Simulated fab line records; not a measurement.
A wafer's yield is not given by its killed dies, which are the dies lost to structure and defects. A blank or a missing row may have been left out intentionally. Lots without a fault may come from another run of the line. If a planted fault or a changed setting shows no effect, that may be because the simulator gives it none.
fab line records    flow n5Finfet
record lots=15  wafers=44  lastDay=18
route steps=1938 shown BEOL_M6@1242 BEOL_M7@1267
lots that met no fault: taken from a fault-free run of the same line
startH: start of the lot's first displayed wafer, in hours after the record's first day    waitH: how many hours have passed since the lot's step before this one    " same as the row above    L1.1+2: a single row standing in for several wafers    - either no value or no given start    * or withheld: withheld    < > ~ a bound
route shown NAME@n: names a module that has steps shown in the file, with the first one's number in the route    usual: average and standard deviation across the fault-free wafers    same: alike in all rows    chamber/n: place in a boat    sites: readings site by site    _std_site: how widely they spread, as a standard deviation    _edge_site: inner sites' mean taken away from outer sites' mean    radiusMm: for every site, how far away it sits from the centre of the wafer    mask NAME#n: copy n    behind: the last tool/chamber to shape the wafer    hold: why the lot was held/for how many hours/how that ended    device: names the non-switching transistor (n, p or np)    end of line: tests of these same wafers at the route's end    where a step has no rows: the recipe by itself    killed: not the wafer's yield, but the dies lost to structure and defects at the first sort    map: dies across one wafer; x = killed, . = not, _ = none there
set.NAME: the setting the step ran with; set.NAME@STEP: the setting that earlier step ran with    model.NAME: the simulator's own value behind a step, which no gauge read
steps of the route over a sample of lots; a table a step, a row a wafer
services: when a tool's chamber went out of use (startH, in hours from the record's first day, below 0 if earlier), for how many hours, and the reason
## steps
# step N5_BEOL_M6_OCD_MEAS_38
# usual trenchDepthNm=94.7/1.4
lot.wafer  tool    chamber  startH  waitH  trenchDepthNm
L881.2     ocd-01  -        193.55  -      92.2
L881.3     "       -        "       "      94.1
L881.4     "       -        "       "      95.1
L884.2     ocd-01  -        196.62  -      93.8
L884.4     "       -        "       "      93.5
L884.5     "       -        "       "      97.6
L883.2     ocd-01  -        197.02  -      93.2
L883.3     "       -        "       "      93.0
L883.5     "       -        "       "      95.8
L885.2     ocd-02  -        217.78  -      93.7
L885.5     "       -        "       "      96.9
L885.6     "       -        "       "      93.7
L886.2     ocd-02  -        219.79  -      92.9
L886.4     "       -        "       "      94.7
L886.6     "       -        "       "      95.8
L888.3     ocd-02  -        228.50  -      97.0
L888.5     "       -        "       "      93.3
L888.6     "       -        "       "      96.9
L890.1     ocd-01  -        251.53  -      94.9
L890.3     "       -        "       "      94.3
L890.4     "       -        "       "      96.5
L892.2     ocd-02  -        258.32  -      93.1
L892.4     "       -        "       "      94.0
L892.6     "       -        "       "      96.0
L895.2     ocd-02  -        265.82  -      97.2
L895.3     "       -        "       "      94.6
L895.6     "       -        "       "      95.7
L894.1     ocd-01  -        265.88  -      94.5
L894.3     "       -        "       "      96.4
L894.6     "       -        "       "      93.7
L899.4     ocd-01  -        290.74  -      94.6
L899.5     "       -        "       "      96.2
L899.6     "       -        "       "      94.8
L900.1     ocd-01  -        302.15  -      93.2
L900.5     "       -        "       "      95.0
L900.6     "       -        "       "      92.7
L901.3     ocd-02  -        308.52  -      92.4
L901.4     "       -        "       "      94.8
L901.6     "       -        "       "      95.8
L902.2     ocd-02  -        315.71  -      95.9
L902.3     "       -        "       "      92.1
L902.6     "       -        "       "      95.9
L904.1     ocd-02  -        340.97  -      96.1
L904.4     "       -        "       "      96.1
# step N5_BEOL_M6_SPUTTER_48
# recipe material=Cu  targetThkA=100  tempC=-20  biasV=60  powerW=26000  chamberPressurePa=0.13  timeS=1.667
# usual biasV=59.9/0.6  throttleValvePct=30.3/0.88
lot.wafer  tool           chamber  startH  waitH  biasV  throttleValvePct
L881.2     pvdSputter-03  -        196.07  0.1    59.4   30.7
L881.3     "              -        "       "      61.2   29.4
L881.4     "              -        "       "      60.2   29.5
L884.2     pvdSputter-02  -        198.60  0.1    59.8   31.5
L884.4     "              -        "       "      60.5   30.2
L884.5     "              -        "       "      59.6   32.0
L883.2     pvdSputter-02  -        198.78  0.1    59.4   30.3
L883.3     "              -        "       "      59.6   31.8
L883.5     "              -        "       "      60.1   30.4
L885.2     pvdSputter-01  -        219.51  0.2    61.0   31.5
L885.5     "              -        "       "      60.4   29.9
L885.6     "              -        "       "      61.3   31.1
L886.2     pvdSputter-02  -        222.28  0.2    59.3   30.2
L886.4     "              -        "       "      58.5   30.2
L886.6     "              -        "       "      59.6   30.3
L888.3     pvdSputter-02  -        230.53  0.1    60.2   29.9
L888.5     "              -        "       "      60.8   30.7
L888.6     "              -        "       "      59.5   32.0
L890.1     pvdSputter-03  -        252.96  0.1    60.2   29.4
L890.3     "              -        "       "      59.5   29.5
L890.4     "              -        "       "      60.3   30.8
L892.2     pvdSputter-02  -        262.68  0.1    60.4   30.6
L892.4     "              -        "       "      60.0   30.1
L892.6     "              -        "       "      59.5   30.0
L895.2     pvdSputter-03  -        267.79  0.1    60.6   30.8
L895.3     "              -        "       "      60.6   29.6
L895.6     "              -        "       "      59.4   29.2
L894.1     pvdSputter-01  -        268.13  0.1    60.6   31.1
L894.3     "              -        "       "      60.0   29.9
L894.6     "              -        "       "      60.2   31.7
L899.4     pvdSputter-01  -        292.27  0.1    59.4   30.1
L899.5     "              -        "       "      59.3   29.6
L899.6     "              -        "       "      61.0   31.1
L900.1     pvdSputter-01  -        305.18  0.1    59.7   30.8
L900.5     "              -        "       "      59.3   31.1
L900.6     "              -        "       "      59.1   31.7
L901.3     pvdSputter-03  -        309.96  0.2    59.2   29.3
L901.4     "              -        "       "      60.7   30.8
L901.6     "              -        "       "      60.4   29.3
L902.2     pvdSputter-03  -        317.30  0.1    60.1   31.0
L902.3     "              -        "       "      60.0   30.8
L902.6     "              -        "       "      59.7   29.3
L904.1     pvdSputter-02  -        342.38  0.4    59.7   31.9
L904.4     "              -        "       "      59.6   30.1
# step N5_BEOL_M7_HM_DEP_02
# recipe material=TiN  targetThkA=200  tempC=25  chamberPressurePa=0.49996
# usual chamberPressurePa=0.5000/0.001  substrateTempC=25.00/0.11  throttleValvePct=30.3/0.96
lot.wafer  tool           chamber  startH  waitH  chamberPressurePa  substrateTempC  throttleValvePct
L881.2     pvdSputter-01  -        198.18  0.5    0.5012             24.95           29.8
L881.3     "              -        "       "      0.5007             25.07           31.2
L881.4     "              -        "       "      0.4989             25.06           31.4
L884.2     pvdSputter-03  -        201.63  1.4    0.5014             24.74           30.9
L884.4     "              -        "       "      0.5016             25.00           30.7
L884.5     "              -        "       "      0.4986             24.90           30.7
L883.2     pvdSputter-03  -        201.73  1.2    0.4998             25.14           31.0
L883.3     "              -        "       "      0.4983             25.04           29.2
L883.5     "              -        "       "      0.4998             25.04           31.1
L885.2     pvdSputter-02  -        222.46  0.6    0.5006             25.15           30.3
L885.5     "              -        "       "      0.5004             24.93           30.2
L885.6     "              -        "       "      0.5002             24.88           29.9
L886.2     pvdSputter-02  -        225.66  1.7    0.4991             24.96           30.2
L886.4     "              -        "       "      0.5003             24.89           30.1
L886.6     "              -        "       "      0.4999             25.10           30.0
L888.3     pvdSputter-02  -        233.23  0.9    0.4992             25.05           31.8
L888.5     "              -        "       "      0.5005             25.03           30.2
L888.6     "              -        "       "      0.5000             25.19           30.1
L890.1     pvdSputter-03  -        255.72  1.0    0.4989             24.94           30.7
L890.3     "              -        "       "      0.5004             24.88           29.2
L890.4     "              -        "       "      0.5001             25.05           29.5
L892.2     pvdSputter-03  -        264.67  0.3    -                  -               -
L892.4     "              -        "       "      -                  -               -
L892.6     "              -        "       "      -                  -               -
L895.2     pvdSputter-01  -        270.51  1.0    -                  -               -
L895.3     "              -        "       "      -                  -               -
L895.6     "              -        "       "      -                  -               -
L894.1     pvdSputter-01  -        270.95  0.8    -                  -               -
L894.3     "              -        "       "      -                  -               -
L894.6     "              -        "       "      -                  -               -
L899.4     pvdSputter-01  -        295.37  0.9    0.4999             24.86           31.7
L899.5     "              -        "       "      0.4994             24.98           31.9
L899.6     "              -        "       "      0.5011             25.10           31.1
L900.1     pvdSputter-03  -        308.18  1.2    0.4993             24.94           30.9
L900.5     "              -        "       "      0.5012             24.72           29.3
L900.6     "              -        "       "      0.4995             25.17           30.9
L901.3     pvdSputter-03  -        314.08  1.2    0.5019             24.95           30.9
L901.4     "              -        "       "      0.4991             24.98           30.8
L901.6     "              -        "       "      0.5019             25.04           31.1
L902.2     pvdSputter-01  -        320.12  1.0    0.5007             24.90           30.2
L902.3     "              -        "       "      0.4999             24.97           31.2
L902.6     "              -        "       "      0.4999             25.26           31.8
L904.1     pvdSputter-02  -        344.26  0.2    0.5020             25.13           31.7
L904.4     "              -        "       "      0.4994             24.99           30.4
# step N5_BEOL_M7_OVL_MEAS_12
# recipe pointsPerWafer=44
# usual M7_OVL=0.2/0.64
lot.wafer  tool        chamber  startH  waitH  M7_OVL[nm]
L881.2     overlay-01  0        198.71  0.0    -0.7
L881.3     "           0        "       "      0.6
L881.4     "           0        "       "      0.6
L884.2     overlay-02  0        202.16  0.0    0.8
L884.4     "           0        "       "      0.3
L884.5     "           0        "       "      -0.4
L883.2     overlay-02  0        202.20  0.0    0.2
L883.3     "           0        "       "      -0.1
L883.5     "           0        "       "      0.4
L885.2     overlay-01  0        222.99  0.0    -0.1
L885.5     "           0        "       "      -1.0
L885.6     "           0        "       "      -1.4
L886.2     overlay-02  0        226.19  0.0    0.0
L886.4     "           0        "       "      -0.3
L886.6     "           0        "       "      0.3
L888.3     overlay-02  0        233.76  0.0    1.0
L888.5     "           0        "       "      0.7
L888.6     "           0        "       "      0.4
L890.1     overlay-02  0        256.25  0.0    -0.9
L890.3     "           0        "       "      -1.0
L890.4     "           0        "       "      -0.4
L892.2     overlay-01  0        265.20  0.0    0.7
L892.4     "           0        "       "      1.5
L892.6     "           0        "       "      0.8
L895.2     overlay-02  0        271.04  0.0    1.6
L895.3     "           0        "       "      0.3
L895.6     "           0        "       "      0.8
L894.1     overlay-02  0        271.35  0.0    0.9
L894.3     "           0        "       "      1.9
L894.6     "           0        "       "      0.7
L899.4     overlay-01  0        295.90  0.0    -0.5
L899.5     "           0        "       "      0.4
L899.6     "           0        "       "      0.3
L900.1     overlay-01  0        308.71  0.0    -0.3
L900.5     "           0        "       "      1.5
L900.6     "           0        "       "      0.7
L901.3     overlay-01  0        314.61  0.0    -0.2
L901.4     "           0        "       "      -0.5
L901.6     "           0        "       "      0.6
L902.2     overlay-02  0        320.64  0.0    0.8
L902.3     "           0        "       "      0.6
L902.6     "           0        "       "      0.7
L904.1     overlay-02  0        344.66  0.0    0.4
L904.4     "           0        "       "      -0.2
# step N5_BEOL_M7_HM_OPEN_17
# recipe chemistry=Cl2/BCl3  targetDepthA=200  overetchA=60  target=TiN  maskMaterial=SOC  ionEnergyEv=150  pressureMtorr=10  icpW=1000  biasW=126  Cl2_flow_sccm=53.25  bcl3FlowSccm=21.75  Ar_flow_sccm=25
# usual drypumpMotorCurrentA=5.8/0.39  mfcCl2Sccm=53.22/0.16  oesProductAu=0.65/0.11  rfFwdPowerW=991/3.7  throttleValvePct=22.40/0.19
lot.wafer  tool         chamber  startH  waitH  drypumpMotorCurrentA  mfcCl2Sccm  oesProductAu  rfFwdPowerW  rfHoursCounterH  throttleValvePct
L881.2     rieMetal-01  0        199.05  0.0    5.6                   53.10       0.55          985          111              22.40
L881.3     "            0        "       "      5.6                   53.17       0.54          986          -                22.38
L881.4     "            1        "       "      6.4                   53.24       0.56          990          -                22.69
L884.2     rieMetal-01  0        202.56  0.0    5.5                   53.41       0.56          981          111              22.37
L884.4     "            0        "       "      5.6                   53.40       0.55          982          -                22.37
L884.5     "            1        "       "      6.4                   53.19       0.56          992          -                22.67
L883.2     rieMetal-02  1        202.65  0.0    5.6                   53.31       0.55          994          121              22.65
L883.3     "            0        "       "      5.9                   53.14       0.54          989          -                22.37
L883.5     "            0        "       "      5.9                   53.03       0.55          986          -                22.35
L885.2     rieMetal-01  1        223.34  0.0    6.4                   53.39       0.55          989          107              22.70
L885.5     "            0        "       "      5.6                   53.31       0.53          988          -                22.39
L885.6     "            1        "       "      6.4                   53.26       0.55          991          -                22.68
L886.2     rieMetal-01  1        226.98  0.0    6.4                   53.08       0.55          990          107              22.71
L886.4     "            0        "       "      5.5                   53.60       0.53          987          -                22.39
L886.6     "            1        "       "      6.4                   53.18       0.54          993          -                22.71
L888.3     rieMetal-02  0        234.13  0.1    5.9                   53.35       0.54          994          -                22.37
L888.5     "            0        "       "      5.9                   53.16       0.54          997          -                22.39
L888.6     "            1        "       "      5.6                   53.08       0.54          987          -                22.66
L890.1     rieMetal-03  0        256.59  0.0    6.2                   52.96       0.70          1001         35               22.44
L890.3     "            0        "       "      6.2                   53.13       0.69          998          -                22.46
L890.4     "            1        "       "      5.1                   53.24       0.65          991          -                22.06
L892.2     rieMetal-01  1        265.54  0.0    6.4                   53.26       0.24          993          111              23.36
L892.4     "            1        "       "      6.4                   53.35       0.24          996          -                23.37
L892.6     "            0        "       "      5.6                   53.27       0.36          986          -                22.97
L895.2     rieMetal-01  0        271.38  0.0    5.6                   53.14       0.36          992          2                22.96
L895.3     "            0        "       "      5.6                   53.14       0.36          989          -                22.95
L895.6     "            1        "       "      6.4                   53.22       0.24          994          -                23.36
L894.1     rieMetal-02  0        271.75  0.0    5.9                   53.30       0.23          992          118              23.02
L894.3     "            1        "       "      5.6                   53.05       0.37          992          -                22.92
L894.6     "            0        "       "      5.9                   53.29       0.23          994          -                23.03
L899.4     rieMetal-01  0        296.26  0.1    5.6                   53.12       0.79          988          -                22.29
L899.5     "            1        "       "      6.4                   53.26       0.55          993          -                22.71
L899.6     "            0        "       "      5.6                   53.26       0.79          989          -                22.29
L900.1     rieMetal-03  1        309.15  0.0    5.1                   53.11       0.65          993          60               22.05
L900.5     "            0        "       "      6.2                   53.32       0.69          991          -                22.45
L900.6     "            1        "       "      5.1                   53.34       0.65          993          -                22.06
L901.3     rieMetal-02  1        315.06  0.1    5.6                   53.29       0.77          996          -                22.28
L901.4     "            1        "       "      5.6                   53.11       0.79          997          -                22.28
L901.6     "            1        "       "      5.6                   53.37       0.79          994          -                22.27
L902.2     rieMetal-02  1        321.01  0.1    5.6                   53.19       0.79          990          -                22.27
L902.3     "            1        "       "      5.6                   53.24       0.79          993          -                22.27
L902.6     "            1        "       "      5.6                   53.11       0.78          990          -                22.28
L904.1     rieMetal-01  0        346.34  0.0    5.5                   53.14       0.75          985          10               22.34
L904.4     "            0        "       "      5.5                   53.13       0.76          985          -                22.34
# step N5_BEOL_M7_CD_MEAS_18
# recipe pitchNm=80  targetCdNm=40
# usual cdNm=39.9/0.6
lot.wafer  tool      chamber  startH  waitH  cdNm
L881.2     cdSem-02  -        199.24  0.1    38.9
L881.3     "         -        "       "      39.9
L881.4     "         -        "       "      38.7
L884.2     cdSem-02  -        202.79  0.1    39.7
L884.4     "         -        "       "      39.0
L884.5     "         -        "       "      39.6
L883.2     cdSem-03  -        202.94  0.1    40.3
L883.3     "         -        "       "      39.3
L883.5     "         -        "       "      39.4
L885.2     cdSem-03  -        223.52  0.1    40.5
L885.5     "         -        "       "      39.9
L885.6     "         -        "       "      40.9
L886.2     cdSem-03  -        227.16  0.1    40.2
L886.4     "         -        "       "      38.9
L886.6     "         -        "       "      39.1
L888.3     cdSem-02  -        234.28  0.1    40.3
L888.5     "         -        "       "      39.6
L888.6     "         -        "       "      40.3
L890.1     cdSem-01  -        256.77  0.0    39.9
L890.3     "         -        "       "      40.7
L890.4     "         -        "       "      41.4
L892.2     cdSem-01  -        265.77  0.1    -
L892.4     "         -        "       "      -
L892.6     "         -        "       "      -
L895.2     cdSem-01  -        271.60  0.1    -
L895.3     "         -        "       "      -
L895.6     "         -        "       "      -
L894.1     cdSem-01  -        271.93  0.0    -
L894.3     "         -        "       "      -
L894.6     "         -        "       "      -
L899.4     cdSem-01  -        296.43  0.1    40.4
L899.5     "         -        "       "      40.0
L899.6     "         -        "       "      40.9
L900.1     cdSem-01  -        309.33  0.0    40.6
L900.5     "         -        "       "      41.8
L900.6     "         -        "       "      39.9
L901.3     cdSem-03  -        315.28  0.1    39.2
L901.4     "         -        "       "      39.4
L901.6     "         -        "       "      39.6
L902.2     cdSem-03  -        321.32  0.1    40.3
L902.3     "         -        "       "      39.9
L902.6     "         -        "       "      39.3
L904.1     cdSem-02  -        346.82  0.0    39.8
L904.4     "         -        "       "      39.5
## services
tool           chamber  startH  hours  kind
rieMetal-03    -        181.71  0.5    repair
rieMetal-02    -        210.46  2.8    pm
rieMetal-01    0        233.82  -      clean
rieMetal-01    0        233.82  21.1   scheduledDown
rieMetal-01    0        233.82  21.1   ventCycle
rieMetal-02    1        253.66  -      clean
rieMetal-02    1        253.66  11.0   scheduledDown
rieMetal-02    1        253.66  11.0   ventCycle
pvdSputter-01  -        260.51  3.0    repair
rieMetal-02    0        295.13  -      clean
rieMetal-02    0        295.13  32.6   scheduledDown
rieMetal-02    0        295.13  32.6   ventCycle
rieMetal-01    1        332.66  -      clean
rieMetal-01    1        332.66  22.2   scheduledDown
rieMetal-01    1        332.66  22.2   ventCycle
## key
firstSign step=N5_BEOL_M7_HM_DEP_02  reading=toolRecord  direction=missing
effect step=N5_BEOL_M7_HM_OPEN_17  reading=oesProductAu  direction=down  sigmas=3.2  usual=0.65  struck=0.29
effect step=N5_BEOL_M7_CD_MEAS_18  reading=cdNm  direction=missing
metAt N5_BEOL_M7_HM_DEP_02
struckLots L892,L894,L895
laterRowsLeftOut L892.2,L892.4,L892.6,L894.1,L894.3,L894.6,L895.2,L895.3,L895.6
sortLeftOut L892.2,L892.4,L892.6,L894.1,L894.3,L894.6,L895.2,L895.3,L895.6
notActingAt N5_BEOL_M6_OCD_MEAS_38,N5_BEOL_M6_SPUTTER_48,N5_BEOL_M7_OVL_MEAS_12
onsetBetween 255.72 264.67
fault kind=skippedStepWhole  tool=pvdSputter-01,pvdSputter-03  chamber=-  onsetH=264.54  steps=N5_BEOL_M7_HM_DEP_02  scope=struckLotsOnly
# sortLeftOut: the simulated sort isn't trusted on such a fault, so these wafers' sort isn't shown, and their yield isn't known
# laterRowsLeftOut: the simulator's readings of these wafers behind a module that went badly wrong aren't trusted and aren't shown, but for the sort
